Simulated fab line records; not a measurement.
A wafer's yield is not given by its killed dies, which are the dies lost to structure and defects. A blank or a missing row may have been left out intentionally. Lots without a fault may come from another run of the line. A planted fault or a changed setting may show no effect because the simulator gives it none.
Comparing a struck lot with a sound one | flow n5_finfet | 25 steps out of a route of 1938
Sound: these wafers, L622.2, L622.5, L622.6. Wafers struck: L610.2, L610.5, L610.6. The cause is given at the end.
For every step that has rows: the tool of each side, followed by ch and its chambers, followed by its first start. Under that, the readings that differ: sound wafers | struck wafers | difference of the means | sigmas: that difference in standard deviations of wafers without a fault.
alike: readings whose means differ by less than 2 such deviations, and words and numbers that are the same on both sides. not compared: withheld readings, readings that some wafer has no value for, bounds like >300 that may hide the same value, and numbers for which the record gives no deviation and whose values overlap.
Wherever a step has rows on one side only, a row that says differs or no value, or a row with sigmas, the two part there. Numbers that don't overlap but have no deviation are shown without sigmas and don't part them. A reading missing from all wafers of one side parts the sides only when that side holds two or more wafers.

first, 10 steps without rows for these wafers: N5_DUMMY_GATE_SRD_26 (time 30 s); N5_DUMMY_GATE_UV_OZONE_45 (time 120 s); N5_SPACER0_ALD_07 (deposits SiNx, target thk 2 nm); N5_SPACER0_ALD_00 (deposits SiOCN, target thk 3.5 nm, pulse time 3 s, purge time 2 s); N5_SPACER0_ALD_08 (deposits SiNx, target thk 2 nm); N5_SD_EPI_N_COAT_32 (time 60 s, resist thk 350 nm); N5_SD_EPI_N_COAT_33 (time 60 s, resist thk 35 nm); N5_SD_EPI_N_COAT_03 (resist thk 150 nm); N5_SD_EPI_N_EBR_05; N5_SD_EPI_N_SOFTBAKE_04 (time 60 s).
N5_SD_EPI_N_EXPOSE_06: exposes mask SD N BLK, target cd 120 nm.
  sound on arfi_scanner-01 ch 0, day 8 01:04; struck on arfi_scanner-03 ch 0, day 5 00:07
  reading              | sound             | struck            | difference | sigmas
  exposure_dose_mJ_cm2 | 39.74 39.78 39.70 | 37.23 37.24 37.21 | -2.51      | -60
  alike: mask, reticle_temp_C, stage_vel_mm_s
then, 2 steps without rows for these wafers: N5_SD_EPI_N_PEB_07 (peb time 60 s); N5_SD_EPI_N_DEVELOP_08 (develop time 30 s).
N5_SD_EPI_N_CD_MEAS_09: target cd 120 nm.
  sound on cd_sem-03 ch 0, day 8 01:11; struck on cd_sem-03 ch 0, day 5 00:14
  reading    | sound             | struck            | difference | sigmas
  cd_nm (nm) | 119.5 119.7 119.1 | 116.4 116.4 116.2 | -3.1       | -6
N5_SD_EPI_N_DESCUM_14: chemistry O2, time 7.9 s.
  sound on rie_diel-06 ch 2,3, day 8 01:17; struck on rie_diel-01 ch 0,1, day 5 00:19
  alike: drypump_motor_current_A, oes_product_au, rf_fwd_power_W, rf_vpp_V, showerhead_plenum_p_Torr, throttle_valve_pct
  not compared: rf_hours_counter_h, model.SD_EPI_N.cd_nm
then, 7 steps without rows for these wafers: N5_SD_EPI_N_ETCH_34 (etches SiARC in CF4, target depth 45.5 nm, time 75.8 s); N5_SD_EPI_N_ETCH_35 (etches SOC in N2/H2, overetch 108 nm, time 486 s); N5_SD_EPI_N_STRIP_36 (strips in N2/H2); N5_SD_EPI_N_ETCHBACK_44 (etches SiNx in CH3F/O2, stops on SiO2, target depth 14.5 nm); N5_SD_EPI_N_ETCH_45 (etches SiOCN in CH3F/O2, target depth 6 nm); N5_SD_EPI_N_ETCH_16 (etches SiO2 in CHF3/O2, target depth 5 nm); N5_SD_EPI_N_STRIP_47 (strips in CHF3/O2).
N5_SD_EPI_N_SD_RECESS_17: chemistry HBr/Cl2/O2, target depth 41 nm, time 23.7 s, bt time 3 s.
  sound on rie_si-03 ch 0,2,3, day 8 01:59; struck on rie_si-03 ch 0,1, day 5 01:01
  reading                   | sound           | struck            | difference | sigmas
  model.SD_EPI_N.cd_nm (nm) | 121.4 121.8 120 | 115.6 116.2 114.8 | -5.5       |
  alike: drypump_motor_current_A, oes_product_au, rf_fwd_power_W, throttle_valve_pct
  not compared: rf_hours_counter_h
then, 1 step without rows for these wafers: N5_SD_EPI_N_STRIP_38 (strips in N2/H2).
-- here the record skips 5 days between the struck wafers' starts before and after, leaving off in module SD_EPI_N and picking up in module BEOL_M4 (first step shown: number 1111 of the route) --
N5_BEOL_M4_RC_MEAS_101:
  sound on prober-02 ch 0, day 13 05:23; struck on prober-01 ch 0, day 10 11:29
  reading       | sound          | struck         | difference | sigmas
  SS_P (mV/dec) | 75.4 74.3 74.3 | 73.0 72.8 73.1 | -1.7       | -3
  alike: DIBL_N, DIBL_P, IOFF_N, IOFF_P, ION_N, ION_P, SS_N, VT_N, VT_P

## WHERE THEY PART
Last at N5_BEOL_M4_RC_MEAS_101 as far as this record goes, first at N5_SD_EPI_N_EXPOSE_06.

WHY: whatever the simulator had introduced
Process parameter drift: arfi_scanner-03, from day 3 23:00 on, at N5_SD_EPI_N_EXPOSE_06. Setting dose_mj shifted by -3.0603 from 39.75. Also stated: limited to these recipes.
